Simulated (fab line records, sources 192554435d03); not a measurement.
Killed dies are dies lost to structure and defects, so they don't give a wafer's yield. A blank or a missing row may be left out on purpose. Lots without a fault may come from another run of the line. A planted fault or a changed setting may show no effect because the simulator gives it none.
Which tool did it? | flow n5_finfet | 9 lots, 25 wafers sampled, at 4 steps of a route of 1938

WHAT THE GAUGES READ, wafer by wafer
N5_BEOL_M0_OCD_MEAS_108.
lot  | measured     | on     | trench_depth_nm (nm)
L644 | day 5 19:31  | ocd-01 | 32.1 32.8 32.7
L647 | day 6 10:32  | ocd-01 | 31.4 32.8 30.8
L649 | day 7 02:11  | ocd-02 | 32.3 32.5 31.6
L652 | day 7 17:54  | ocd-01 | 33.4 32.2
L660 | day 9 21:43  | ocd-02 | 0.1 0.8 0
L662 | day 10 02:41 | ocd-02 | 0.6 0.0 0.5
L665 | day 11 06:38 | ocd-02 | 32.7 32.5 33.2
L666 | day 11 11:47 | ocd-02 | 33.1 32.7 32.4
L667 | day 11 15:59 | ocd-02 | 32.2 32.7

WHICH TOOL RAN EACH LOT (tool, then ch and the chambers of the sampled wafers, then the start)
lot  | N5_BEOL_M0_CUTY_ETCH_62            | N5_BEOL_M0_STRIP_140               | N5_BEOL_M0_TRENCH_ETCH_107
L644 | rie_diel-04 ch 0,1,3, day 5 18:35  | rie_diel-04 ch 1,2,3, day 5 19:13  | rie_diel-04 ch 1,2,3, day 5 19:24
L647 | rie_diel-02 ch 2,3, day 6 09:19    | rie_diel-04 ch 1,2,3, day 6 10:14  | rie_diel-02 ch 1,2, day 6 10:25
L649 | rie_diel-02 ch 0,2,3, day 7 00:15  | rie_diel-03 ch 1,2,3, day 7 01:54  | rie_diel-02 ch 0,2, day 7 02:05
L652 | rie_diel-04 ch 1,3, day 7 16:26    | rie_diel-03 ch 1,3, day 7 17:36    | rie_diel-03 ch 1,3, day 7 17:47
L660 | rie_diel-03 ch 0,2,3, day 9 20:23  | rie_diel-03 ch 0,1,3, day 9 21:25  | rie_diel-02 ch 1,2,3, day 9 21:37
L662 | rie_diel-04 ch 0,1,2, day 10 00:58 | rie_diel-03 ch 0,2,3, day 10 02:22 | rie_diel-04 ch 1,2, day 10 02:35
L665 | rie_diel-04 ch 1,3, day 11 05:32   | rie_diel-04 ch 1,2, day 11 06:20   | rie_diel-04 ch 1,2,3, day 11 06:32
L666 | rie_diel-02 ch 1,2, day 11 07:05   | rie_diel-03 ch 0,3, day 11 11:29   | rie_diel-04 ch 2,3, day 11 11:41
L667 | rie_diel-04 ch 1,2, day 11 12:11   | rie_diel-04 ch 3, day 11 15:17     | rie_diel-04 ch 1,3, day 11 15:52
- N5_BEOL_M0_CUTY_ETCH_62: etches SiARC in CF4, time 58.5 s.
- N5_BEOL_M0_STRIP_140: strips in CF4.
- N5_BEOL_M0_TRENCH_ETCH_107: etches SiOC in C4F6/O2, target depth 32.8 nm, time 16.4 s.

THE ANSWER, worked out from the rows above alone
Rule: what is usual is taken from the lots themselves. Put in order of their means at a reading, lots are off if they are a third of the lots or fewer, leave a main group of 4 or more, and stand apart from it by a gap of 3 or more times the standard deviation of the main group's means; of several such gaps the widest counts. A main group whose means are all the same, to the digits that the tables above print for the reading, isn't used. A lot without any number at a reading at which 4 lots or more have one is off too. The other lots that the step has rows for count as sound.
Off: L660, L662, at N5_BEOL_M0_OCD_MEAS_108 (trench_depth_nm). The main group: mean 32.4 nm, standard deviation 0.39.
A tool fits if, at a process step before that reading, it ran every lot that is off, and no sound lot after the first of them. The gauges at N5_BEOL_M0_OCD_MEAS_108 are tried like those tools. None of those tried fits.

WHAT THE SIMULATOR HAD PUT IN
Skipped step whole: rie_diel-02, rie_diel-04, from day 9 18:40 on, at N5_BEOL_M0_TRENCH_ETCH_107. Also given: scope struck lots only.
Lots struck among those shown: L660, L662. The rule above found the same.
